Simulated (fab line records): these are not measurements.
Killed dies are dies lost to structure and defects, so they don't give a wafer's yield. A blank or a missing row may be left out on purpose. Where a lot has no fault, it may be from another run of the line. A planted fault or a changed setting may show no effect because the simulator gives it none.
Which of the tools did it? || flow n5 finfet || 17 wafers from 6 lots sampled at 2 of the route's 1938 steps

== WHAT EACH GAUGE READ, for each wafer ==
N5_BEOL_M15_CD_MEAS_28: target cd 407.6 nm.
{"lot": "L467", "measured": "day 13 09:08", "on": "cd sem-02", "cd nm (nm)": "407.4 407.4 406.5"}
{"lot": "L471", "measured": "day 13 12:44", "on": "cd sem-01", "cd nm (nm)": "405.2 406.5"}
{"lot": "L470", "measured": "day 14 18:34", "on": "cd sem-03", "cd nm (nm)": "406.2 406.3 406.2"}
{"lot": "L479", "measured": "day 16 09:49", "on": "cd sem-01", "cd nm (nm)": "425.6 423.3 425.8"}
{"lot": "L484", "measured": "day 17 03:17", "on": "cd sem-03", "cd nm (nm)": "407.9 407.1 406.0"}
{"lot": "L487", "measured": "day 17 19:07", "on": "cd sem-03", "cd nm (nm)": "409.5 406.8 408.2"}

== WHICH TOOL RAN EACH LOT (tool, then ch and the chambers of the sampled wafers, then the start) ==
{"lot": "L467", "N5_BEOL_M15_PEB_26": "litho track-03 ch 0, day 13 09:01"}
{"lot": "L471", "N5_BEOL_M15_PEB_26": "litho track-05 ch 0, day 13 12:38"}
{"lot": "L470", "N5_BEOL_M15_PEB_26": "litho track-05 ch 0, day 14 18:27"}
{"lot": "L479", "N5_BEOL_M15_PEB_26": "litho track-01 ch 0, day 16 09:41"}
{"lot": "L484", "N5_BEOL_M15_PEB_26": "litho track-03 ch 0, day 17 03:11"}
{"lot": "L487", "N5_BEOL_M15_PEB_26": "litho track-03 ch 0, day 17 19:00"}
- N5_BEOL_M15_PEB_26: peb time 90 s.

== THE ANSWER, worked out from the rows above alone ==
Rule: usual is defined by the lots themselves. The widest of any qualifying gaps counts: lots, ordered by their means at a reading, are off when they make up no more than a third of the lots, leave a main group of 4 or more, and stand apart from it by 3 or more times the standard deviation of that group's means. A main group is skipped when, at the precision printed for the reading in the tables above, its means are all equal. A lot without any number at a reading at which 4 lots or more have one is off too. Any other lot the step has rows for is counted as sound.
Off at N5_BEOL_M15_CD_MEAS_28 (cd nm): L479. The main group: mean 406.9 nm, standard deviation 0.8.
If a tool, at a process step before that reading, ran all the lots that are off and no sound lot after the first of them, it fits. The gauges at N5_BEOL_M15_CD_MEAS_28 are tried like those tools. 2 tools fit, litho track-01 at N5_BEOL_M15_PEB_26 and cd sem-01 at N5_BEOL_M15_CD_MEAS_28, so this cannot tell which one it is.

== WHAT WAS PUT IN BY THE SIMULATOR ==
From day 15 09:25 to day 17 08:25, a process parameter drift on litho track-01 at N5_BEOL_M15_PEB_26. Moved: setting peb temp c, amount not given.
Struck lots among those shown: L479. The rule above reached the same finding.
